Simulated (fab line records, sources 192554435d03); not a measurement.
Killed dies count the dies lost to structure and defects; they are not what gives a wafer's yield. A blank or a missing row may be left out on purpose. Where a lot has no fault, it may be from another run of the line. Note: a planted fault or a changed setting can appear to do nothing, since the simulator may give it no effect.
Chamber matching -- flow n5Finfet -- rieSi-06 running N5_PMOS_HMC_CHANNEL_EPI_ETCH_38: 4 sister chambers
The step etches SiO2 in CF4, target depth 1.5 nm. 33 wafers are shown with their chamber, then 12 later ones without.

## EACH WAFER AND ITS CHAMBER
wafer,chamber,throttleValvePct (%),drypumpMotorCurrentA (A),oesProductAu (a.u.)
L074.1,2,21.73,5.7,0.992
L074.2,1,21.71,5.6,0.997
L074.3,3,21.74,5.6,0.995
L074.4,0,22.04,5.6,0.998
L074.5,0,22.04,5.6,0.991
L074.6,3,21.73,5.6,0.996
L076.1,0,22.06,5.7,0.994
L076.3,2,21.73,5.7,1.001
L076.4,3,21.72,5.7,1.000
L078.1,1,21.72,5.6,1.009
L078.4,2,21.74,5.8,1.009
L078.5,3,21.71,5.7,0.992
L079.1,3,21.71,5.6,0.998
L079.4,2,21.73,5.8,0.996
L079.6,2,21.72,5.8,0.996
L082.1,3,21.74,5.7,1.004
L082.2,1,21.73,5.6,1.002
L082.3,0,22.06,5.6,0.992
L082.4,2,21.73,5.8,1.005
L082.5,3,21.72,5.7,1.001
L082.6,0,22.06,5.6,0.981
L083.4,0,22.06,5.6,0.981
L083.5,1,21.72,5.6,0.995
L083.6,2,21.74,5.8,0.997
L086.1,3,21.74,5.6,0.995
L086.2,1,21.72,5.6,0.985
L086.3,0,22.06,5.7,0.991
L090.1,2,21.73,5.8,0.994
L090.2,0,22.07,5.6,0.990
L090.3,1,21.70,5.6,0.996
L090.4,3,21.73,5.6,0.997
L090.5,0,22.05,5.7,0.980
L090.6,1,21.72,5.6,0.997

SIGNATURES (averages over the wafers above)
reading,chamber 0,chamber 1,chamber 2,chamber 3,scatter within a chamber
throttleValvePct,22.0556,21.7171,21.7312,21.7267,0.00992
drypumpMotorCurrentA,5.633,5.600,5.775,5.644,0.0444
oesProductAu,0.98867,0.99729,0.99875,0.99756,0.00585
Rule: for a wafer and a chamber, the distance is found by dividing, reading by reading, the gap between the wafer's reading and the chamber's mean by the reading's scatter, squaring, summing and taking the root. If the next closest chamber is less than 2 further off than the closest, the wafer can't be placed; otherwise it belongs to the closest. The scatter: take each reading less its chamber's mean, square it, sum over the shown wafers, divide by the number of wafers less the number of chambers, and take the root.

## WAFERS MISSING THEIR CHAMBER
wafer,throttleValvePct (%),drypumpMotorCurrentA (A),oesProductAu (a.u.)
L091.2,22.05,5.7,0.983
L091.4,21.73,5.7,1.003
L091.6,21.74,5.8,1.003
L092.2,21.73,5.6,0.992
L092.3,21.72,5.8,1.003
L092.5,22.05,5.6,0.993
L095.1,21.74,5.6,1.002
L095.5,22.08,5.6,0.992
L095.6,21.73,5.6,1.006
L096.3,22.06,5.6,0.979
L096.4,21.74,5.7,0.992
L096.5,22.07,5.6,0.995

## EACH ONE'S CHAMBER
wafer,from the rows above,in truth
L091.2,0,0
L091.4,can't be placed: 3 or 2 or 1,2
L091.6,2,2
L092.2,can't be placed: 3 or 1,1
L092.3,2,2
L092.5,0,0
L095.1,can't be placed: 3 or 1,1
L095.5,0,0
L095.6,can't be placed: 3 or 1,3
L096.3,0,0
L096.4,can't be placed: 3 or 2 or 1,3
L096.5,0,0
Placed correctly: 7 of 12. Can't be placed from these rows: 5 (the true chamber is among the candidates in 5). Wrongly placed: 0.
